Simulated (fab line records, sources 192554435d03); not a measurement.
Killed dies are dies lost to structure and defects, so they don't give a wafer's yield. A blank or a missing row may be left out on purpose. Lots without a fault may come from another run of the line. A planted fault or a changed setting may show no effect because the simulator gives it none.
A struck lot beside a sound one | flow n5_finfet | 38 steps out of a route of 1938
Sound: wafers L918.1, L918.3, L918.5. Struck: wafers L912.2, L912.4, L912.6. The cause comes at the end.
At each step with rows: each side's tool, then ch and its chambers, then its first start. Under that, the readings that differ: sound wafers | struck wafers | difference of the means | sigmas: that difference in standard deviations of wafers without a fault.
alike: readings whose means differ by less than 2 such deviations, and words and numbers that are the same on both sides. not compared: withheld readings, readings that some wafer has no value for, bounds like >300 that may hide the same value, and numbers for which the record gives no deviation and whose values overlap.
The two part at a step that has a row with sigmas, a row that says differs or no value, or rows on one side only. Numbers that don't overlap but have no deviation are shown without sigmas and don't part them. A reading that every wafer of one side lacks parts them only if that side has two wafers or more.

first, 9 steps without rows for these wafers: N5_BEOL_M4_ANNEAL_95 (time 240 s); N5_BEOL_M4_SPUTTER_96 (material Cu, target thk 4.5 nm, time 8.29 s); N5_BEOL_M4_ECD_50 (material Cu, target thk 300 nm); N5_BEOL_M4_ANNEAL_51 (time 90 s); N5_BEOL_M4_CMP_52 (polishes, stops on SiOC, t overpolish 6.8 s, target thk 40 nm); N5_BEOL_M4_PRE_CLEAN_60 (time 15 s); N5_BEOL_M4_CO_CAP_55 (material Co, precursor CCTBA/H2, target thk 2 nm, time 102.1 s); N5_BEOL_M4_PRE_CLEAN_56 (time 15 s); N5_BEOL_M4_DEP_57 (deposits SiCN from 3MS/NH3, target thk 8 nm, time 14 s).
N5_BEOL_M4_RC_MEAS_101:
  sound on prober-01 ch 0, day 13 09:16; struck on prober-01 ch 0, day 12 09:55
  alike: DIBL_N, DIBL_P, IOFF_N, IOFF_P, ION_N, ION_P, SS_N, SS_P, VT_N, VT_P
then, 24 steps without rows for these wafers: N5_BEOL_M5_ILD_DEP_00 (deposits SiCOH lowk from DEMS/porogen, target thk 140.64 nm, time 25.9 s); N5_BEOL_M5_CURE_79 (cures SiCOH lowk, time 240 s); N5_BEOL_M5_PECVD_70 (deposits SiO2 from TEOS/O2, target thk 16 nm, time 18 s); N5_BEOL_M5_HM_DEP_02 (deposits TiN, target thk 20 nm); N5_BEOL_M5_COAT_59 (time 60 s, resist thk 60 nm); N5_BEOL_M5_COAT_60 (time 60 s, resist thk 12 nm); N5_BEOL_M5_COAT_71 (time 60 s, resist thk 5 nm); N5_BEOL_M5_COAT_05 (resist thk 30 nm); N5_BEOL_M5_EBR_07; N5_BEOL_M5_SOFTBAKE_06 (time 60 s); N5_BEOL_M5_EXPOSE_08 (exposes mask M5, target cd 28 nm); N5_BEOL_M5_PEB_09 (peb time 60 s); N5_BEOL_M5_DEVELOP_10 (develop time 30 s); N5_BEOL_M5_DESCUM_16 (chemistry O2, time 7 s); N5_BEOL_M5_ETCH_72 (etches underlayer in N2/H2, target depth 6.5 nm, time 5.2 s); N5_BEOL_M5_ETCH_61 (etches SiARC in CF4, target depth 15.6 nm, time 26 s); N5_BEOL_M5_ETCH_62 (etches SOC in N2/H2, target depth 75 nm, overetch 15 nm, time 112.5 s); N5_BEOL_M5_STRIP_63 (strips in N2/H2); N5_BEOL_M5_STRIP_73 (strips in N2/H2); N5_BEOL_M5_STRIP_64 (strips in CF4); N5_BEOL_M5_HM_OPEN_17 (chemistry Cl2/BCl3, target TiN, target depth 20 nm, overetch 6 nm); N5_BEOL_M5_STRIP_19 (strips in O2); N5_BEOL_M5_COAT_65 (time 60 s, resist thk 60 nm); N5_BEOL_M5_COAT_66 (time 60 s, resist thk 12 nm).
-- the record jumps here: 4 days lie between the struck wafers' starts before and after (it left off in module BEOL_M5 and takes up again in module BEOL_M15, whose first step shown is number 1822 of the route) --
N5_BEOL_M15_ECD_47: material Cu, target thk 1860 nm.
  sound on ecd_cu-02 ch 0,1, day 17 00:38; struck on ecd_cu-01 ch 0,1, day 15 23:38
N5_BEOL_M15_THK_MEAS_50: measures by xrf.
  sound on film_metro-01, day 17 02:03; struck on film_metro-02, day 16 00:41
  reading      | sound       | struck | difference                    | sigmas
  M15_THK (nm) | 894 885 885 | - - -  | no value on the struck wafers |
N5_BEOL_M15_RS_MEAS_54: measures by four-point-probe.
  sound on film_metro-01, day 17 02:11; struck on film_metro-02, day 16 00:50
  reading         | sound                | struck               | difference | sigmas
  M15_RS (ohm/sq) | 0.0214 0.0217 0.0215 | 33.087 32.374 33.545 | +32.980    | +99 or more
N5_PASSIVATION_PROBE_49:
  sound on prober-01, day 17 16:40; struck on prober-02, day 16 17:59
  reading                  | sound          | struck         | difference | sigmas
  defect_limited_yield (%) | 91.6 89.1 90.1 | 0 0 0          | -90        | -64
  killed_at_M4_up          | 10 24 10       | 1059 1086 1094 | +1065      | +99 or more
  killed_dies              | 99 129 117     | 1180 1180 1180 | +1065      | +67
  killed_on_rim            | 14 23 13       | 152 152 152    | +135       | +34
  sort_bin_5_function (%)  | 4.6 5.8 6.0    | 95.1 96.6 96.4 | +90.6      | +93
  sort_n_pass              | 1081 1051 1063 | 0 0 0          | -1065      | -67
  sort_yield_pct (%)       | 91.6 89.1 90.1 | 0 0 0          | -90        | -64
  alike: killed_at_M0_to_M3, killed_at_contacts, killed_at_front_end, killed_at_other, killed_open, killed_short, sort_bin_6_memory

WHERE THEY PART
First at N5_BEOL_M15_THK_MEAS_50; last, within this record, at N5_PASSIVATION_PROBE_49.

WHY: what the simulator had put in
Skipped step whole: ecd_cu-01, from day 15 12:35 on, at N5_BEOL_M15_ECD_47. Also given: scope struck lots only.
